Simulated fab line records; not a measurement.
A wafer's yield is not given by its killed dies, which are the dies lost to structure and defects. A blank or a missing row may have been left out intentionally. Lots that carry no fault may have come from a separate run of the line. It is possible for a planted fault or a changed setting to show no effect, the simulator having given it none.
Chamber matching + flow n5-finfet + 4 sister chambers for N5_BEOL_M6_ALD_77 on ald-metal-03
The step deposits TaN, target thk 2 nm, pulse time 2 s, purge time 3 s. 8 wafers are shown with their chamber, then 7 later ones without.

## WAFERS PAIRED WITH THEIR CHAMBERS
| wafer  | chamber | heater-power-w (W) | precursor-vessel-temp-c (C) |
|--------|---------|--------------------|-----------------------------|
| L078.1 | 3       | 423                | 75.23                       |
| L081.2 | 1       | 370                | 75.11                       |
| L081.5 | 3       | 419                | 74.95                       |
| L080.1 | 0       | 474                | 74.85                       |
| L080.3 | 1       | 371                | 75.01                       |
| L080.4 | 2       | 464                | 74.99                       |
| L084.1 | 2       | 453                | 74.77                       |
| L084.3 | 0       | 476                | 75.13                       |

## WAFERS WITH NO CHAMBER GIVEN
| wafer  | heater-power-w (W) | precursor-vessel-temp-c (C) |
|--------|--------------------|-----------------------------|
| L084.6 | 422                | 75.16                       |
| L086.3 | 421                | 75.13                       |
| L086.4 | 480                | 74.99                       |
| L086.5 | 483                | 75.00                       |
| L093.2 | 491                | 74.95                       |
| L093.4 | 451                | 75.04                       |
| L093.5 | 421                | 75.05                       |

## WHICH CHAMBER EACH WENT THROUGH
| wafer  | from the rows above | in truth |
|--------|---------------------|----------|
| L084.6 | 3                   | 3        |
| L086.3 | 3                   | 3        |
| L086.4 | 0                   | 0        |
| L086.5 | 0                   | 0        |
| L093.2 | 0                   | 0        |
| L093.4 | 2                   | 2        |
| L093.5 | 3                   | 3        |
Correct placement for 7 of the 7. Left unplaced by these rows: 0. Wrongly placed: 0.
How it was worked out, from the rows above alone: a wafer's distance from a chamber is the root of the sum, over the readings, of the square of ((its reading less the chamber's mean) divided by the reading's scatter). The wafer belongs to the nearest chamber; if the next one is less than 2 further off, it can't be placed. A chamber's mean is the mean of its shown wafers. How the scatter is found: for the shown wafers, subtract from each reading the mean of its chamber, square and add these, divide the total by (wafers less chambers), then take the root.
